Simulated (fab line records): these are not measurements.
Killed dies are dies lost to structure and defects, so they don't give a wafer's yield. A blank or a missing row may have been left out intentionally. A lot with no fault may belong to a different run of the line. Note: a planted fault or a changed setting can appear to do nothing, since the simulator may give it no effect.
Chamber matching -- flow nand harc -- 4 sister chambers for NHARC_A_CHANNEL_HOLE_D1_ETCH_38 on rie diel-12
The step etches the open film in CF4, target depth 39 nm, time 65 s. 18 wafers are shown with their chamber, then 9 later ones without.

## WAFERS PAIRED WITH THEIR CHAMBERS
wafer,chamber,showerhead plenum p Torr (Torr),rf vpp V (V),oes product au (a.u.)
L074.1,2,1.90,152.6,1.001
L074.2,0,1.90,153.1,0.991
L074.6,0,1.90,152.2,0.999
L076.1,1,1.88,153.6,0.999
L076.2,2,1.90,152.0,1.008
L076.5,0,1.90,152.5,1.004
L081.2,0,1.90,153.1,1.010
L081.4,3,1.69,149.7,0.994
L081.5,0,1.90,151.2,1.004
L084.2,3,1.69,150.3,0.997
L084.4,1,1.88,152.6,0.992
L084.6,1,1.88,152.7,1.008
L089.1,2,1.90,152.8,1.002
L089.2,0,1.89,153.7,1.011
L089.5,3,1.69,149.5,0.998
L087.1,0,1.90,152.0,1.000
L087.2,3,1.69,150.2,0.991
L087.4,2,1.90,152.5,0.982

SIGNATURES, as means of the wafers listed above
reading,chamber 0,chamber 1,chamber 2,chamber 3,scatter within a chamber
showerhead plenum p Torr,1.8986,1.8800,1.9000,1.6900,0.00247
rf vpp V,152.543,152.967,152.475,149.925,0.631
oes product au,1.00271,0.99967,0.99825,0.99500,0.00767
Rule: distance of a wafer from a chamber = root of the sum over the readings of ((wafer's reading minus chamber's mean) / reading's scatter) squared. If the next closest chamber is less than 2 further off than the closest, the wafer can't be placed; otherwise it belongs to the closest. The scatter is the square root of a quotient: the sum, over the shown wafers, of each reading's squared deviation from its chamber's mean, divided by wafers minus chambers.

## WAFERS WHOSE CHAMBER IS MISSING
wafer,showerhead plenum p Torr (Torr),rf vpp V (V),oes product au (a.u.)
L087.3,1.88,152.4,1.004
L087.5,1.90,153.3,0.989
L087.6,1.69,150.6,0.995
L092.1,1.69,151.1,0.997
L092.3,1.88,152.2,1.000
L092.4,1.69,151.8,1.005
L092.2,1.89,152.3,1.013
L092.5,1.89,152.3,1.010
L092.6,1.88,153.6,1.007

## THE CHAMBER EACH PASSED THROUGH
wafer,from the rows above,in truth
L087.3,1,1
L087.5,can't be placed: 2 or 0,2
L087.6,3,3
L092.1,3,3
L092.3,1,1
L092.4,3,3
L092.2,can't be placed: 0 or 2 or 1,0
L092.5,can't be placed: 0 or 2 or 1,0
L092.6,1,1
6 of 9 placed correctly. Not placeable from these rows: 3 (in 3, the candidates include the true chamber). Number placed wrongly: 0.
